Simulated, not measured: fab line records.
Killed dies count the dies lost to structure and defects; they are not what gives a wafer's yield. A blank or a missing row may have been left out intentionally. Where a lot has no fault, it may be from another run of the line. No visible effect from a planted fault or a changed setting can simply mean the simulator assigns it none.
Chamber matching / flow nand_harc / NHARC_A_STAIRCASE_DEP_325 on pecvd-01 has 3 sister chambers
The step deposits SiO2, target thk 3800 nm. 6 wafers are shown with their chamber, then 7 later ones without.

## EACH WAFER AND ITS CHAMBER
wafer=L077.4; chamber=1; heater_power_w (W)=649
wafer=L079.3; chamber=1; heater_power_w (W)=751
wafer=L079.6; chamber=0; heater_power_w (W)=572
wafer=L083.5; chamber=0; heater_power_w (W)=571
wafer=L087.1; chamber=2; heater_power_w (W)=813
wafer=L087.3; chamber=2; heater_power_w (W)=741

## WAFERS WITHOUT THEIR CHAMBER
wafer=L087.5; heater_power_w (W)=634
wafer=L088.3; heater_power_w (W)=672
wafer=L088.4; heater_power_w (W)=733
wafer=L088.6; heater_power_w (W)=578
wafer=L089.4; heater_power_w (W)=720
wafer=L089.5; heater_power_w (W)=580
wafer=L089.6; heater_power_w (W)=659

## CHAMBER TAKEN BY EACH
wafer=L087.5; from the rows above=can't be placed: 0 or 1 or 2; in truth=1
wafer=L088.3; from the rows above=can't be placed: 1 or 0 or 2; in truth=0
wafer=L088.4; from the rows above=can't be placed: 1 or 2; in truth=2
wafer=L088.6; from the rows above=0; in truth=0
wafer=L089.4; from the rows above=can't be placed: 1 or 2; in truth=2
wafer=L089.5; from the rows above=0; in truth=0
wafer=L089.6; from the rows above=can't be placed: 1 or 0 or 2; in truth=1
Correctly placed: 2 of 7. Cannot be placed on the basis of these rows: 5; the candidates contain the true chamber in 5. Wrongly placed: 0.
How it was worked out, from the rows above alone: a wafer's distance from a chamber is the root of the sum, over the readings, of the square of ((its reading less the chamber's mean) divided by the reading's scatter). The wafer belongs to the nearest chamber; if the next one is less than 2 further off, it can't be placed. The mean given for a chamber averages the wafers shown for that chamber. The scatter is the square root of a quotient: the sum, over the shown wafers, of each reading's squared deviation from its chamber's mean, divided by wafers minus chambers.
